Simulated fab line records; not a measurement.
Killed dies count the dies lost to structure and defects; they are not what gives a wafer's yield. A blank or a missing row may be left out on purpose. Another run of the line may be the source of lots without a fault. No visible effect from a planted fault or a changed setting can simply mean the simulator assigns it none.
Comparing a struck lot with a sound one | flow nand harc | 14 steps out of a route of 1302
Sound: the wafers L329.2, L329.3, L329.5. Struck: wafer L339.1 (L339.2, L339.3, from the same lot, were not struck and are left out); the cause is given at the end.
Each step with rows lists, per side, the tool, then ch with its chambers, then its first start. Under that, the readings that differ: sound wafers | struck wafers | difference of the means | sigmas: that difference in standard deviations of wafers without a fault.
alike: words and numbers the same on both sides, and readings whose means are apart by under 2 such deviations; not compared: readings that were withheld, readings missing a value for some wafer, numbers with overlapping values and no deviation given by the record, and bounds like >300 which may hide the same value.
A row with sigmas, a row that says differs or no value, or rows on one side alone: a step with any of these is where the two part. Numbers that don't overlap but have no deviation are shown without sigmas and don't part them. A reading missing from all wafers of one side parts the sides only when that side holds two or more wafers.

first, 9 steps without rows for these wafers: NHARC_THIN_TSV_PVD_24 (deposits Al, target thk 800 nm); NHARC_THIN_TSV_DEHYDRATE_25 (time 120 s); NHARC_THIN_TSV_HMDS_26 (time 30 s); NHARC_THIN_TSV_COAT_27; NHARC_THIN_TSV_SOFTBAKE_28 (time 95 s); NHARC_THIN_TSV_EBR_29; NHARC_THIN_TSV_EXPOSE_30 (exposes mask PAD); NHARC_THIN_TSV_PEB_31 (peb time 85 s); NHARC_THIN_TSV_DEVELOP_32 (time 70 s).
NHARC_THIN_TSV_CD_MEAS_33: the cd target is 5000 nm.
  sound on cd sem-03 ch 0, day 25 10:45; struck on cd sem-02 ch 0, day 29 23:56
  reading    | sound                | struck | difference | sigmas
  cd nm (nm) | 4998.1 4997.8 4995.3 | 5006.6 | +9.5       | +3
then, 1 step without rows for these wafers: NHARC_THIN_TSV_HARDBAKE_34 (time 80 s).
NHARC_THIN_TSV_DESCUM_35: chemistry O2, time 3 s.
  sound on rie diel-10 ch 0,1,3, day 25 10:56; struck on rie diel-10 ch 0, day 30 00:07
  alike: drypump motor current A, oes product au, rf vpp V, showerhead plenum p Torr, throttle valve pct
  not compared: rf hours counter h
NHARC_THIN_TSV_ETCH_59: etches the open film in Cl2/BCl3, target depth 880 nm, time 138.1 s.
  sound on rie metal-03 ch 0,1, day 25 11:02; struck on rie metal-01 ch 1, day 30 00:13
  reading                     | sound             | struck | difference | sigmas
  drypump motor current A (A) | 5.35 5.34 5.77    | 6.10   | +0.61      | +3
  oes product au (a.u.)       | 0.988 0.983 1.004 | 0.920  | -0.072     | -5
  alike: mfc cl2 sccm, throttle valve pct
  not compared: rf hours counter h
NHARC_THIN_TSV_ETCH_36: etches the open film in Cl2/BCl3, target depth 65 nm, time 18.571 s.
  sound on rie metal-03 ch 0,1, day 25 11:18; struck on rie metal-01 ch 0, day 30 00:29
  reading               | sound             | struck | difference | sigmas
  oes product au (a.u.) | 0.990 0.997 1.008 | 1.032  | +0.034     | +2
  alike: drypump motor current A
  not compared: rf hours counter h

## WHERE THEY PART
Earliest at NHARC_THIN_TSV_CD_MEAS_33; latest, in this record, at NHARC_THIN_TSV_ETCH_36.

WHY: what the simulator had put in
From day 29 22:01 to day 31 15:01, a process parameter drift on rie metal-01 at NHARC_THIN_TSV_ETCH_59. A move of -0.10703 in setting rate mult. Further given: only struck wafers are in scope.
